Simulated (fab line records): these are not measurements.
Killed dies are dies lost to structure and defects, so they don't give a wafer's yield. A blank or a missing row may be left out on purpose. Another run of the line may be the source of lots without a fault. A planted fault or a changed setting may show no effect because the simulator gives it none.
Split-lot trial | flow n5 finfet | 39 wafers read from 7 lots, route of 1938 steps

THE SPLIT ITSELF
At N5_GATE_CUT_ALD_22 (deposits SiNx, target thk 16 nm, pulse time 1 s, ald cycles 320), the setting ald cycles was moved away from the recipe's 320 on 12 of the 39 wafers read, by -10.9% to +16.9%. The other wafers ran this setting at the recipe's value.

The reading comes from the split's own step.

THE READING
SiNx_of_GATE_CUT_ALD_22.thk nm (the simulator's own value, which no gauge read), in nm, at N5_GATE_CUT_ALD_22 (deposits SiNx, target thk 16 nm, pulse time 1 s, ald cycles 320). The file does not state a usual value for it. Here, 27 wafers ran the recipe; their average is 16.0 nm with a standard deviation of 0.066 nm.

wafer  | tool, chamber at the split | ald cycles as run | against the recipe | SiNx_of_GATE_CUT_ALD_22.thk nm, nm | against lot-mates on the recipe
L076.1 | ald sin-03, 0,3            | 374               | +16.9%             | 18.6                               | +2.6
L076.5 | ald sin-03, 0,3            | 374               | +16.9%             | 18.6                               | +2.6
L076.2 | ald sin-03, 3,2,2          | 320               | recipe             | 16                                 | -
L076.4 | ald sin-03, 3,2,2          | 320               | recipe             | 16                                 | -
L076.6 | ald sin-03, 3,2,2          | 320               | recipe             | 16                                 | -
L076.3 | ald sin-03, 1              | 374               | +16.9%             | 18.8                               | +2.8
L079.1 | ald sin-02, 0,1            | 334               | +4.4%              | 16.8                               | +0.7
L079.2 | ald sin-02, 0,1            | 334               | +4.4%              | 16.8                               | +0.7
L079.3 | ald sin-02, 3              | 334               | +4.4%              | 16.6                               | +0.5
L079.4 | ald sin-02, 2,1            | 320               | recipe             | 16                                 | -
L079.5 | ald sin-02, 2,1            | 320               | recipe             | 16                                 | -
L079.6 | ald sin-02, 0              | 320               | recipe             | 16.2                               | -
L086.1 | ald sin-02, 3,0,2,1,3,0    | 320               | recipe             | 16                                 | -
L086.2 | ald sin-02, 3,0,2,1,3,0    | 320               | recipe             | 16                                 | -
L086.3 | ald sin-02, 3,0,2,1,3,0    | 320               | recipe             | 16                                 | -
L086.4 | ald sin-02, 3,0,2,1,3,0    | 320               | recipe             | 16                                 | -
L086.5 | ald sin-02, 3,0,2,1,3,0    | 320               | recipe             | 16                                 | -
L086.6 | ald sin-02, 3,0,2,1,3,0    | 320               | recipe             | 16                                 | -
L087.1 | ald sin-04, 0,3,0          | 320               | recipe             | 16                                 | -
L087.3 | ald sin-04, 0,3,0          | 320               | recipe             | 16                                 | -
L087.5 | ald sin-04, 0,3,0          | 320               | recipe             | 16                                 | -
L087.2 | ald sin-04, 2,1,3          | 285               | -10.9%             | 14.2                               | -1.8
L087.4 | ald sin-04, 2,1,3          | 285               | -10.9%             | 14.2                               | -1.8
L087.6 | ald sin-04, 2,1,3          | 285               | -10.9%             | 14.2                               | -1.8
L090.1 | ald sin-02, 3,1,2,0,2,3    | 320               | recipe             | 16                                 | -
L090.2 | ald sin-02, 3,1,2,0,2,3    | 320               | recipe             | 16                                 | -
L090.3 | ald sin-02, 3,1,2,0,2,3    | 320               | recipe             | 16                                 | -
L090.4 | ald sin-02, 3,1,2,0,2,3    | 320               | recipe             | 16                                 | -
L090.5 | ald sin-02, 3,1,2,0,2,3    | 320               | recipe             | 16                                 | -
L090.6 | ald sin-02, 3,1,2,0,2,3    | 320               | recipe             | 16                                 | -
L094.1 | ald sin-04, 2,1            | 320               | recipe             | 16                                 | -
L094.4 | ald sin-04, 2,1            | 320               | recipe             | 16                                 | -
L094.3 | ald sin-04, 0              | 320               | recipe             | 15.8                               | -
L095.1 | ald sin-04, 0,3            | 320               | recipe             | 16                                 | -
L095.3 | ald sin-04, 0,3            | 320               | recipe             | 16                                 | -
L095.2 | ald sin-04, 2,3            | 352               | +10.0%             | 17.6                               | +1.7
L095.5 | ald sin-04, 2,3            | 352               | +10.0%             | 17.6                               | +1.7
L095.4 | ald sin-04, 1              | 352               | +10.0%             | 17.4                               | +1.5
L095.6 | ald sin-04, 2              | 320               | recipe             | 15.8                               | -
If several chambers appear in one row, that row covers several wafers at once and the file leaves open which wafer was in which chamber.

FIT RESULTS
A straight line over all 39 wafers: SiNx_of_GATE_CUT_ALD_22.thk nm changes by +0.159 nm for each +1% of ald cycles; r = +1.00; the points scatter about the line by 0.077 nm.
The same after taking each lot's own level away (the mean of its wafers on the recipe; 39 wafers): +0.16 nm for each +1%; r = +1.00; scatter 0.068 nm.
The reading moves by 2.7 nm for the largest change in ald cycles, on that fit.
Across the lots, their own levels run from 15.93 to 16.07 nm, a range of 2.0 times the standard deviation given above.
Hence the lot-to-lot level has little effect on the slope; both slopes agree.
Check: with one of the wafers moved furthest among these (+16.9%) left out of the fit, the line predicts +2.71 nm for it against its lot-mates. Against them it came out at +2.6 nm.

FILE'S OWN FIT
SiNx_of_GATE_CUT_ALD_22.thk nm changes by +0.16 nm for each +1% of ald cycles, r = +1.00.
